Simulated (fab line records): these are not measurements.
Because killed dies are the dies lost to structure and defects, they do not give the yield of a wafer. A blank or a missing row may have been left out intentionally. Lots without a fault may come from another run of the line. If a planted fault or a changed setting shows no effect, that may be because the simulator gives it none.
Split-lot trial | flow n5 finfet | 21 wafers read from 7 lots, route of 1938 steps

ON THE SPLIT
At N5_MOL_CONTACT_COAG_EXPOSE_81 (exposes mask VG, defocus 0 nm), the setting dose mj was moved away from the recipe's 59.5 on 6 of the 21 wafers read, by -7.3% to -2.3%. The other wafers ran this setting at the recipe's value.

FROM THE SPLIT TO THE READING: what the file shows between them, 8 steps
- N5_MOL_CONTACT_COAG_PEB_82: peb time 60 s
- N5_MOL_CONTACT_COAG_DEVELOP_83: develop time 30 s
- N5_MOL_CONTACT_COAG_CD_MEAS_84: target cd 25.1 nm
- N5_MOL_CONTACT_COAG_ETCH_91: etches SOC in N2/H2, target depth 60 nm, overetch 21 nm, time 101.2 s (also split here: source w)
- N5_MOL_CONTACT_COAG_STRIP_92: strips in N2/H2
- N5_MOL_CONTACT_COAG_STRIP_93: strips in N2/H2
- N5_MOL_CONTACT_COAG_PRECLEAN_144: cleans in alkaline clean, time 60 s
- N5_MOL_CONTACT_COAG_SRD_145: time 30 s

THE READING
cd nm (nm) at N5_MOL_CONTACT_COAG_CD_MEAS_137, where the cd target is 16 nm. A value of 15.9 nm with a standard deviation of 0.31 nm is what fault-free wafers of this fab line usually give.

wafer  | tool, chamber at the split | dose mj as run | against the recipe | cd nm, nm | against lot-mates on the recipe
L079.3 | euv scanner-02, 0          | 59.5           | recipe             | 15.8      | -
L079.5 | euv scanner-02, 0          | 59.5           | recipe             | 15.9      | -
L079.6 | euv scanner-02, 0          | 59.5           | recipe             | 16.0      | -
L080.1 | euv scanner-01, 0          | 59.5           | recipe             | 16.0      | -
L080.5 | euv scanner-01, 0          | 55.69          | -6.4%              | 14.3      | -1.5
L080.6 | euv scanner-01, 0          | 59.5           | recipe             | 15.6      | -
L087.1 | euv scanner-01, 0          | 57.29          | -3.7%              | 14.8      | -1.3
L087.4 | euv scanner-01, 0          | 59.5           | recipe             | 16.1      | -
L087.5 | euv scanner-01, 0          | 57.29          | -3.7%              | 15.0      | -1.1
L086.1 | euv scanner-02, 0          | 59.5           | recipe             | 15.8      | -
L086.2 | euv scanner-02, 0          | 59.5           | recipe             | 15.4      | -
L086.3 | euv scanner-02, 0          | 59.5           | recipe             | 16.2      | -
L088.1 | euv scanner-02, 0          | 59.5           | recipe             | 16.3      | -
L088.3 | euv scanner-02, 0          | 59.5           | recipe             | 16.6      | -
L088.6 | euv scanner-02, 0          | 55.13          | -7.3%              | 14.8      | -1.7
L089.2 | euv scanner-01, 0          | 58.16          | -2.3%              | 15.5      | -0.4
L089.4 | euv scanner-01, 0          | 58.16          | -2.3%              | 15.9      | +0.0
L089.6 | euv scanner-01, 0          | 59.5           | recipe             | 15.9      | -
L093.4 | euv scanner-01, 0          | 59.5           | recipe             | 16.1      | -
L093.5 | euv scanner-01, 0          | 59.5           | recipe             | 15.9      | -
L093.6 | euv scanner-01, 0          | 59.5           | recipe             | 15.2      | -

THE FIT
A straight line over all 21 wafers: cd nm changes by +0.205 nm for each +1% of dose mj; r = +0.81; the points scatter about the line by 0.35 nm.
The same after taking each lot's own level away (the mean of its wafers on the recipe; 21 wafers): +0.24 nm for each +1%; r = +0.89; scatter 0.28 nm.
Per that fit: largest dose mj move, reading shift of 1.8 nm.
The span of the lots' own levels, 15.73 to 16.45 nm, comes to 2.3 times the standard deviation stated above.
So the lot-to-lot level changes the slope: the two fits differ.
Check: for one of the wafers moved furthest among these (-7.3%), held out of the fit, the line's prediction against its lot-mates is -1.82 nm. Against them it came out at -1.65 nm.

THESE WAFERS: OTHER SPLITS
Other splits were also applied to these wafers ahead of the reading. Each is held against what the fit with the lots' levels taken away leaves over:
other split on the same wafers       | wafers away from the commonest value | r with cd nm (lot level and that fit taken away)
N5_HKMG_FIN_PEB_10 peb time s        | 11                                   | -0.01
N5_GATE_CUT_ETCH_37 bias w           | 7                                    | +0.04
N5_MOL_CONTACT_COAG_ALD_27 time s    | 6                                    | +0.21
N5_MOL_CONTACT_COAG_ETCH_91 source w | 6                                    | +0.18

THE WHOLE CHAIN: every reading that the file lists as answering this split, in the file's order
step                            | what it does      | reading | change (the file's fit)               | r (the file's)
N5_MOL_CONTACT_COAG_CD_MEAS_84  | target cd 25.1 nm | cd nm   | +0.232 nm for each +1% of the setting | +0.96
N5_MOL_CONTACT_COAG_CD_MEAS_137 | target cd 16 nm   | cd nm   | +0.241 nm for each +1% of the setting | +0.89

THE FILE'S OWN FIT
cd nm changes by +0.241 nm for each +1% of dose mj, r = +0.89.
